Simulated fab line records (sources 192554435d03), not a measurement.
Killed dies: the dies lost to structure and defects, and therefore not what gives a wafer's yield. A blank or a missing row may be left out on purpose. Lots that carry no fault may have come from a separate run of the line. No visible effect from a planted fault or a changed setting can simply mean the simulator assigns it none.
fab line records	flow n5-finfet	part 1 of 2: steps 1 to 18 of 25
record: lots: 5	wafers: 15	last-day: 16
route steps=1938 shown BEOL_M3@961
lots with no fault: from the same line, run without faults
start-h: the number of hours between the record's first day and the start of the first shown wafer of the lot	wait-h: time in hours since the lot's previous step	" identical to the entry in the row above	L1.1+2: one row covering several wafers at once	- either no value or no given start	* or withheld: withheld	< > ~ a bound
route shown NAME@n: a module of which the file shows steps, and the number in the route of the first	usual: the fault-free wafers' mean and standard deviation	same: alike in all rows	chamber/n: place in a boat	sites: each site's reading	_std_site: standard deviation of those values	_edge_site: the outer-site mean with the inner-site mean subtracted	radius-mm: for every site, how far away it sits from the centre of the wafer	mask NAME#n: copy n	behind: the last tool/chamber to shape the wafer	hold: what put the lot on hold/how long, in hours/how the hold closed	device: which transistor (n, p or np) failed to switch	end of line: the same wafers' tests at the end of the route	where a step has no rows: the recipe by itself	killed: dies that structure and defects cost at the first sort, which is not the same as the wafer's yield	map: a wafer's dies, x killed, . not, _ none there
set.NAME: the setting as run; set.NAME@STEP: as run at that earlier step	model.NAME: the simulator's own value behind a step, which no gauge read
lots at selected steps of the route; one table per step, one row per wafer
services: the hour from which a tool's chamber was out of use, counted from the record's first day as start-h (under 0 if before that day), plus the number of hours and why
== steps ==
step: N5_BEOL_M3_EBR_24
recipe: solvent: PGMEA	ebr-width-mm: 1.5
lot.wafer	tool	chamber	start-h	wait-h
L075.2+3+6	litho-track-01	0	-	-
L079.2+3+6	litho-track-04	0	-	-
L081.1+4+5	litho-track-02	0	-	-
L090.1+2+3	litho-track-01	0	-	-
L092.4+5+6	litho-track-04	0	-	-
step: N5_BEOL_M3_SOFTBAKE_23
recipe: temp-c: 110	time-s: 60	resist: CAR-EUV
usual: plate-temp-C: 110.02/0.14
lot.wafer	tool	chamber	start-h	wait-h	plate-temp-C
L075.2	litho-track-01	0	-	-	110.23
L075.3	"	0	"	"	109.98
L075.6	"	0	"	"	110.26
L079.2	litho-track-04	0	-	-	110.05
L079.3	"	0	"	"	109.86
L079.6	"	0	"	"	109.95
L081.1	litho-track-02	0	-	-	110.13
L081.4	"	0	"	"	110.01
L081.5	"	0	"	"	109.83
L090.1	litho-track-01	0	-	-	110.14
L090.2	"	0	"	"	110.24
L090.3	"	0	"	"	110.32
L092.4	litho-track-04	0	-	-	110.12
L092.5	"	0	"	"	110.26
L092.6	"	0	"	"	110.13
step: N5_BEOL_M3_EXPOSE_25
recipe: mask-id: V2	na: 0.33	source-shape: quasar	sigma-inner: 0.2	sigma-outer: 0.8	polarization: unpolarized	defocus-nm: 5	dose-mj: 63
lot.wafer	tool	chamber	start-h	wait-h	mask
L075.2+3+6	euv-scanner-01	0	159.00	-	V2#0
L079.2+3+6	euv-scanner-02	0	176.25	-	V2#0
L081.1+4+5	euv-scanner-02	0	180.33	-	V2#0
L090.1+2+3	euv-scanner-02	0	240.09	-	V2#0
L092.4+5+6	euv-scanner-01	0	261.90	-	V2#0
step: N5_BEOL_M3_PEB_26
recipe: peb-temp-c: 100	peb-time-s: 60	resist: CAR-EUV
usual: plate-temp-C: 100.03/0.12
lot.wafer	tool	chamber	start-h	wait-h	plate-temp-C
L075.2	litho-track-02	0	159.07	0.1	100.18
L075.3	"	0	"	"	100.34
L075.6	"	0	"	"	100.17
L079.2	litho-track-02	0	176.32	0.1	99.94
L079.3	"	0	"	"	99.92
L079.6	"	0	"	"	99.93
L081.1	litho-track-02	0	180.41	0.1	100.17
L081.4	"	0	"	"	100.02
L081.5	"	0	"	"	99.85
L090.1	litho-track-01	0	240.17	0.1	100.00
L090.2	"	0	"	"	100.16
L090.3	"	0	"	"	100.03
L092.4	litho-track-04	0	261.95	0.0	100.08
L092.5	"	0	"	"	100.03
L092.6	"	0	"	"	99.94
step: N5_BEOL_M3_DEVELOP_27
recipe: develop-time-s: 30	developer: TMAH	resist: CAR-EUV	rinse-liquid: surfactant-rinse	dry: air-spin	dev-temp-c: 23
same: develop-time-s: 30
lot.wafer	tool	chamber	start-h	wait-h
L075.2+3+6	litho-track-02	0	-	-
L079.2+3+6	litho-track-02	0	-	-
L081.1+4+5	litho-track-02	0	-	-
L090.1+2+3	litho-track-01	0	-	-
L092.4+5+6	litho-track-04	0	-	-
step: N5_BEOL_M3_CD_MEAS_28
recipe: target-cd-nm: 25.7	landing-energy-ev: 500	detector: se-inlens	target-cd-y-nm: 23.3	polarity: opening
usual: cd-nm: 25.7/0.33
lot.wafer	tool	chamber	start-h	wait-h	cd-nm
L075.2	cd-sem-02	0	159.14	-	25.8
L075.3	"	0	"	"	26.1
L075.6	"	0	"	"	25.9
L079.2	cd-sem-01	0	176.38	-	26.2
L079.3	"	0	"	"	25.5
L079.6	"	0	"	"	25.8
L081.1	cd-sem-03	0	180.48	-	26.2
L081.4	"	0	"	"	26.1
L081.5	"	0	"	"	25.9
L090.1	cd-sem-03	0	240.23	-	25.6
L090.2	"	0	"	"	25.7
L090.3	"	0	"	"	25.3
L092.4	cd-sem-01	0	262.02	-	25.4
L092.5	"	0	"	"	25.4
L092.6	"	0	"	"	25.4
step: N5_BEOL_M3_OVL_MEAS_29
recipe: points-per-wafer: 522
usual: V2_OVL: 0.4/0.99
lot.wafer	tool	chamber	start-h	wait-h	V2_OVL[nm]
L075.2	overlay-02	0	159.17	0.0	-0.6
L075.3	"	0	"	"	0.5
L075.6	"	0	"	"	-0.3
L079.2	overlay-01	0	176.42	0.0	1.0
L079.3	"	0	"	"	0.5
L079.6	"	0	"	"	0.7
L081.1	overlay-02	0	180.51	0.0	1.4
L081.4	"	0	"	"	1.8
L081.5	"	0	"	"	2.4
L090.1	overlay-01	0	240.26	0.0	1.1
L090.2	"	0	"	"	1.2
L090.3	"	0	"	"	2.2
L092.4	overlay-02	0	262.06	0.0	-0.6
L092.5	"	0	"	"	-0.3
L092.6	"	0	"	"	-0.3
step: N5_BEOL_M3_INSPECT_30
recipe: mode: adi	inspect-instrument: brightfield
usual: raw-defect-count: 456/95
lot.wafer	tool	chamber	start-h	wait-h	raw-defect-count
L075.2	defect-inspect-02	-	159.23	0.0	325
L075.3	"	-	"	"	507
L075.6	"	-	"	"	441
L079.2	defect-inspect-02	-	176.47	0.0	537
L079.3	"	-	"	"	567
L079.6	"	-	"	"	527
L081.1	defect-inspect-01	-	180.57	0.1	371
L081.4	"	-	"	"	474
L081.5	"	-	"	"	440
L090.1	defect-inspect-02	-	240.32	0.1	501
L090.2	"	-	"	"	430
L090.3	"	-	"	"	545
L092.4	defect-inspect-01	-	262.10	0.0	360
L092.5	"	-	"	"	501
L092.6	"	-	"	"	548
step: N5_BEOL_M3_DESCUM_33
recipe: chemistry: O2	time-s: 7	source-power-w: 50	bias-power-w: 20	pressure-mtorr: 20	rf-frequency-hz: 2.712e+07	temp-c: 40	resist: CAR-EUV	o2-flow-sccm: 225
usual: drypump-motor-current-A: 5.8/0.51	oes-product-au: 0.81/0.086	rf-vpp-V: 242.7/1.3	showerhead-plenum-p-Torr: 2.05/0.052	temp-c: 40.01/0.1	throttle-valve-pct: 20.29/0.28
lot.wafer	tool	chamber	start-h	wait-h	drypump-motor-current-A	oes-product-au	rf-hours-counter-h	rf-vpp-V	showerhead-plenum-p-Torr	temp-c	throttle-valve-pct
L075.2	rie-diel-01	2	159.35	0.1	5.6	0.90	30	242.0	2.05	40.08	20.26
L075.3	"	3	"	"	6.3	0.75	120	242.7	1.99	40.04	20.12
L075.6	"	2	"	"	5.6	0.90	-	242.8	2.05	40.10	20.27
L079.2	rie-diel-01	1	176.51	0.0	5.7	0.67	232	241.4	1.97	39.99	20.48
L079.3	"	2	"	"	5.6	0.89	37	243.1	2.05	39.94	20.27
L079.6	"	0	"	"	6.0	0.74	-	243.4	2.11	40.06	20.67
L081.1	rie-diel-01	2	180.60	0.0	5.6	0.89	38	242.1	2.05	39.99	20.26
L081.4	"	0	"	"	6.0	0.73	156	244.0	2.11	40.24	20.68
L081.5	"	2	"	"	5.6	0.88	-	242.3	2.05	39.92	20.27
L090.1	rie-diel-01	2	240.36	0.0	5.6	0.86	57	241.7	2.04	39.95	20.31
L090.2	"	3	"	"	6.3	0.74	145	241.1	1.98	40.14	20.16
L090.3	"	0	"	"	6.0	0.72	175	243.6	2.10	39.95	20.72
L092.4	rie-diel-03	0	262.14	0.0	6.6	0.95	8	243.7	2.04	40.13	20.10
L092.5	"	2	"	"	5.2	0.71	-	242.6	2.07	39.99	20.67
L092.6	"	1	"	"	4.7	0.88	-	241.8	2.03	40.09	20.46
step: N5_BEOL_M3_ETCH_77
recipe: chemistry: N2/H2	target: underlayer	target-depth-a: 65	mask-material: CAR-EUV	time-s: 5.2	ion-energy-ev: 200	pressure-mtorr: 30	source-w: 840	bias-w: 150	n2-flow-sccm: 200	h2-flow-sccm: 200	ends: cleared
usual: drypump-motor-current-A: 5.8/0.51	etch-rf-on-time-s: 5.16/0.2	oes-product-au: 0.69/0.074	rf-vpp-V: 522.9/2	showerhead-plenum-p-Torr: 2.51/0.062	throttle-valve-pct: 17.79/0.23
lot.wafer	tool	chamber	start-h	wait-h	drypump-motor-current-A	etch-rf-on-time-s	oes-product-au	rf-hours-counter-h	rf-vpp-V	showerhead-plenum-p-Torr	throttle-valve-pct
L075.2	rie-diel-01	2	159.38	0.0	5.7	5.03	0.77	30	521.3	2.47	17.57
L075.3	"	3	"	"	6.3	5.39	0.64	120	522.2	2.45	17.79
L075.6	"	2	"	"	5.7	5.02	0.77	-	520.6	2.47	17.56
L079.2	rie-diel-01	1	176.54	0.0	5.7	5.36	0.57	232	521.2	2.39	17.91
L079.3	"	2	"	"	5.6	5.17	0.76	37	522.6	2.47	17.59
L079.6	"	0	"	"	6.0	5.38	0.64	-	525.5	2.53	17.86
L081.1	rie-diel-01	2	180.63	0.0	5.6	5.10	0.74	38	521.1	2.47	17.58
L081.4	"	0	"	"	6.0	5.33	0.63	156	520.7	2.53	17.87
L081.5	"	2	"	"	5.6	5.09	0.75	-	521.9	2.47	17.61
L090.1	rie-diel-01	2	240.39	0.0	5.6	5.11	0.73	57	520.8	2.46	17.61
L090.2	"	3	"	"	6.3	5.42	0.62	145	521.0	2.44	17.82
L090.3	"	0	"	"	6.1	5.27	0.62	175	524.6	2.52	17.90
L092.4	rie-diel-03	0	262.17	0.0	6.5	5.14	0.81	8	521.6	2.48	17.44
L092.5	"	2	"	"	5.2	4.95	0.62	-	523.7	2.50	18.12
L092.6	"	1	"	"	4.7	5.07	0.74	-	523.4	2.49	18.06
step: N5_BEOL_M3_ETCH_69
recipe: chemistry: CF4	target: SiARC	target-depth-a: 156	mask-material: CAR-EUV	time-s: 26	ion-energy-ev: 80	pressure-mtorr: 40	source-w: 545	bias-w: 36	Ar_flow_sccm: 100	cf4-flow-sccm: 100	ends: cleared
usual: drypump-motor-current-A: 5.8/0.51	etch-rf-on-time-s: 25.8/0.97	mfc-ar-sccm: 100.0/0.31	oes-product-au: 0.69/0.074	rf-vpp-V: 183.7/0.99	showerhead-plenum-p-Torr: 2.11/0.047	throttle-valve-pct: 15.52/0.25
lot.wafer	tool	chamber	start-h	wait-h	drypump-motor-current-A	etch-rf-on-time-s	mfc-ar-sccm	oes-product-au	rf-hours-counter-h	rf-vpp-V	showerhead-plenum-p-Torr	throttle-valve-pct
L075.2	rie-diel-01	2	159.40	0.0	5.6	25.8	100.0	0.76	30	183.4	2.09	15.35
L075.3	"	3	"	"	6.3	27.0	99.8	0.64	120	182.9	2.07	15.57
L075.6	"	2	"	"	5.6	25.8	99.6	0.75	-	183.2	2.09	15.34
L079.2	rie-diel-01	1	176.56	0.0	5.7	26.1	100.2	0.57	232	180.7	2.03	15.73
L079.3	"	2	"	"	5.6	25.3	99.9	0.76	37	182.9	2.09	15.36
L079.6	"	0	"	"	6.0	26.5	100.2	0.64	-	183.7	2.14	15.68
L081.1	rie-diel-01	2	180.65	0.0	5.6	25.5	99.5	0.75	38	184.1	2.09	15.37
L081.4	"	0	"	"	6.0	26.8	100.8	0.63	156	183.5	2.14	15.70
L081.5	"	2	"	"	5.6	25.8	99.6	0.75	-	185.2	2.09	15.36
L090.1	rie-diel-01	2	240.41	0.0	5.6	25.6	100.3	0.73	57	182.6	2.08	15.42
L090.2	"	3	"	"	6.3	26.9	100.2	0.63	145	182.2	2.06	15.61
L090.3	"	0	"	"	6.0	27.1	100.1	0.61	175	183.6	2.13	15.73
L092.4	rie-diel-03	0	262.19	0.0	6.6	25.7	100.1	0.81	8	185.2	2.14	15.48
L092.5	"	2	"	"	5.2	25.4	100.1	0.61	-	184.9	2.12	15.85
L092.6	"	1	"	"	4.7	25.5	99.9	0.73	-	184.1	2.10	15.78
step: N5_BEOL_M3_ALD_98
recipe: material: SiO2	target-thk-a: 25	temp-c: 100	ald-precursor-family: BDEAS	ald-co-reactant: O2-plasma	pulse-time-s: 1	co-reactant-pulse-time-s: 1	purge-time-s: 2	co-reactant-purge-time-s: 2	ald-cycles: 17	pressure-torr: 2
usual: heater-power-w: 81/6.9	precursor-pulse-height-rel: 0.998/0.02
same: co-reactant-purge-time-s: 2
lot.wafer	tool	chamber	start-h	wait-h	heater-power-w	precursor-pulse-height-rel	since-wet-clean-h
L075.2	ald-sin-03	0	159.53	0.1	72	1.013	60
L075.3	"	3	"	"	84	0.994	60
L075.6	"	1	"	"	76	1.025	-
L079.2	ald-sin-02	0	176.71	0.1	71	0.963	169
L079.3	"	1	"	"	82	1.020	169
L079.6	"	3	"	"	78	0.956	-
L081.1	ald-sin-01	3	181.24	0.6	79	0.973	278
L081.4	"	2	"	"	78	0.999	278
L081.5	"	2	"	"	81	0.996	-
L090.1	ald-sin-01	0	240.49	0.1	85	0.998	337
L090.2	"	1	"	"	93	1.008	337
L090.3	"	1	"	"	94	0.985	-
L092.4	ald-sin-01	3	262.27	0.1	78	1.005	359
L092.5	"	3	"	"	78	0.988	-
L092.6	"	2	"	"	81	0.977	-
step: N5_BEOL_M3_ETCHBACK_99
recipe: chemistry: CHF3	target: SiO2	target-depth-a: 50	time-s: 10.4	source-w: 215	bias-w: 47	Ar_flow_sccm: 200	CHF3_flow_sccm: 12	ion-energy-ev: 100	pressure-mtorr: 30
usual: drypump-motor-current-A: 5.8/0.58	mfc-ar-sccm: 199.9/0.59	oes-product-au: 0.82/0.086	rf-vpp-V: 238/6.8	showerhead-plenum-p-Torr: 2.13/0.049	throttle-valve-pct: 16.98/0.26
lot.wafer	tool	chamber	start-h	wait-h	drypump-motor-current-A	mfc-ar-sccm	oes-product-au	rf-hours-counter-h	rf-vpp-V	showerhead-plenum-p-Torr	throttle-valve-pct
L075.2	rie-diel-05	2	164.19	4.6	5.7	199.5	0.88	41	245	2.17	16.53
L075.3	"	1	"	"	5.5	199.8	0.82	49	240	2.19	16.82
L075.6	"	2	"	"	5.7	199.3	0.87	-	244	2.17	16.54
L079.2	rie-diel-05	0	178.04	1.3	6.4	198.8	0.78	100	227	2.08	17.12
L079.3	"	1	"	"	5.4	199.2	0.81	52	242	2.19	16.82
L079.6	"	1	"	"	5.4	199.5	0.81	-	239	2.19	16.81
L081.1	rie-diel-03	2	181.68	0.4	5.2	200.0	0.72	199	248	2.14	17.27
L081.4	"	3	"	"	6.4	199.6	0.93	23	238	2.09	16.49
L081.5	"	1	"	"	4.7	200.1	0.90	-	238	2.10	17.08
L090.1	rie-diel-05	0	253.06	12.5	6.4	200.2	0.76	126	225	2.07	17.16
L090.2	"	2	"	"	5.7	201.0	0.84	69	242	2.16	16.57
L090.3	"	1	"	"	5.4	199.1	0.79	76	239	2.19	16.86
L092.4	rie-diel-03	2	262.39	0.1	5.2	199.9	0.71	225	245	2.13	17.30
L092.5	"	2	"	"	5.2	199.8	0.72	-	246	2.13	17.30
L092.6	"	1	"	"	4.7	200.2	0.87	-	237	2.10	17.14
step: N5_BEOL_M3_ETCH_70
recipe: chemistry: N2/H2	target: SOC	target-depth-a: 800	overetch-a: 160	mask-material: SiARC	temp-c: 40	time-s: 120	ion-energy-ev: 200	pressure-mtorr: 30	source-w: 840	bias-w: 150	n2-flow-sccm: 200	h2-flow-sccm: 200
usual: drypump-motor-current-A: 5.8/0.57	oes-product-au: 0.62/0.06	rf-vpp-V: 523.0/1.7	showerhead-plenum-p-Torr: 2.51/0.057	temp-c: 40.01/0.12	throttle-valve-pct: 17.77/0.24
lot.wafer	tool	chamber	start-h	wait-h	drypump-motor-current-A	oes-product-au	rf-hours-counter-h	rf-vpp-V	showerhead-plenum-p-Torr	temp-c	throttle-valve-pct
L075.2	rie-diel-05	2	164.23	0.0	5.7	0.67	41	525.3	2.59	40.04	17.45
L075.3	"	1	"	"	5.4	0.64	49	522.8	2.57	39.99	17.40
L075.6	"	2	"	"	5.7	0.67	-	526.3	2.59	40.03	17.45
L079.2	rie-diel-05	0	178.08	0.0	6.4	0.60	100	520.7	2.47	39.95	18.03
L079.3	"	1	"	"	5.4	0.63	52	525.7	2.57	39.76	17.41
L079.6	"	1	"	"	5.4	0.64	-	526.0	2.57	39.99	17.42
L081.1	rie-diel-03	2	181.71	0.0	5.2	0.56	199	523.6	2.51	40.12	18.04
L081.4	"	3	"	"	6.4	0.69	23	522.7	2.51	39.85	17.59
L081.5	"	1	"	"	4.7	0.68	-	522.6	2.50	40.02	17.96
L090.1	rie-diel-05	0	253.10	0.0	6.4	0.57	126	521.0	2.46	39.96	18.09
L090.2	"	2	"	"	5.8	0.65	69	524.4	2.57	39.77	17.47
L090.3	"	1	"	"	5.4	0.62	76	524.9	2.56	39.86	17.44
L092.4	rie-diel-03	2	262.42	0.0	5.2	0.54	225	522.0	2.50	39.87	18.10
L092.5	"	2	"	"	5.2	0.54	-	523.1	2.50	39.96	18.12
L092.6	"	1	"	"	4.7	0.65	-	523.0	2.49	40.14	18.01
step: N5_BEOL_M3_STRIP_71
recipe: chemistry: N2/H2	temp-c: 40	n2-flow-sccm: 200	h2-flow-sccm: 200	rf-frequency-hz: 6e+07
lot.wafer	tool	chamber	start-h	wait-h
L075.2+3+6	rie-diel-05	2,1,2	164.31	0.0
L079.2+3+6	rie-diel-05	0,1,1	178.16	0.0
L081.1+4+5	rie-diel-03	2,3,1	181.79	0.0
L090.1+2+3	rie-diel-05	0,2,1	253.18	0.0
L092.4+5+6	rie-diel-03	2,2,1	262.51	0.0
step: N5_BEOL_M3_STRIP_78
recipe: chemistry: N2/H2	temp-c: 40	n2-flow-sccm: 200	h2-flow-sccm: 200	rf-frequency-hz: 6e+07
lot.wafer	tool	chamber	start-h	wait-h
L075.2+3+6	rie-diel-05	2,1,2	164.32	0.0
L079.2+3+6	rie-diel-05	0,1,1	178.17	0.0
L081.1+4+5	rie-diel-03	2,3,1	181.80	0.0
L090.1+2+3	rie-diel-05	0,2,1	253.19	0.0
L092.4+5+6	rie-diel-03	2,2,1	262.52	0.0
step: N5_BEOL_M3_VIA_ETCH_34
recipe: chemistry: C4F6/O2	target-depth-a: 694	mask-material: SOC	pressure-mtorr: 15	ion-energy-ev: 250	taper-deg: 4	time-s: 65.9	source-w: 350	bias-w: 170	Ar_flow_sccm: 300	C4F6_flow_sccm: 10	O2_flow_sccm: 10
usual: drypump-motor-current-A: 5.8/0.57	mfc-ar-sccm: 299.9/0.89	oes-product-au: 0.82/0.086	rf-vpp-V: 660/18	showerhead-plenum-p-Torr: 2.81/0.062	throttle-valve-pct: 30.72/0.29
lot.wafer	tool	chamber	start-h	wait-h	drypump-motor-current-A	mfc-ar-sccm	oes-product-au	rf-hours-counter-h	rf-vpp-V	showerhead-plenum-p-Torr	throttle-valve-pct
L075.2	rie-diel-05	2	164.33	0.0	5.7	299.1	0.87	41	674	2.87	30.22
L075.3	"	1	"	"	5.4	299.7	0.81	49	662	2.89	30.57
L075.6	"	2	"	"	5.7	300.4	0.88	-	675	2.87	30.21
L079.2	rie-diel-05	0	178.18	0.0	6.4	299.4	0.78	100	629	2.75	30.82
L079.3	"	1	"	"	5.5	299.9	0.82	52	663	2.89	30.56
L079.6	"	1	"	"	5.5	298.4	0.81	-	661	2.89	30.57
L081.1	rie-diel-03	2	181.81	0.0	5.2	300.2	0.73	199	683	2.83	31.04
L081.4	"	3	"	"	6.4	299.6	0.93	23	661	2.77	30.28
L081.5	"	1	"	"	4.7	298.5	0.89	-	657	2.78	30.73
L090.1	rie-diel-05	0	253.20	0.0	6.4	300.1	0.75	126	629	2.74	30.85
L090.2	"	2	"	"	5.7	301.2	0.83	69	676	2.85	30.24
L090.3	"	1	"	"	5.4	299.0	0.79	76	662	2.88	30.58
L092.4	rie-diel-03	2	262.53	0.0	5.2	299.0	0.72	225	683	2.82	31.08
L092.5	"	2	"	"	5.2	299.4	0.72	-	683	2.82	31.09
L092.6	"	1	"	"	4.7	299.4	0.86	-	657	2.77	30.76
step: N5_BEOL_M3_STRIP_83
recipe: chemistry: C4F6/O2	resist: SiARC	rf-frequency-hz: 6e+07
lot.wafer	tool	chamber	start-h	wait-h
L075.2+3+6	rie-diel-05	2,1,2	164.38	0.0
L079.2+3+6	rie-diel-05	0,1,1	178.23	0.0
L081.1+4+5	rie-diel-03	2,3,1	181.86	0.0
L090.1+2+3	rie-diel-05	0,2,1	253.25	0.0
L092.4+5+6	rie-diel-03	2,2,1	262.58	0.0
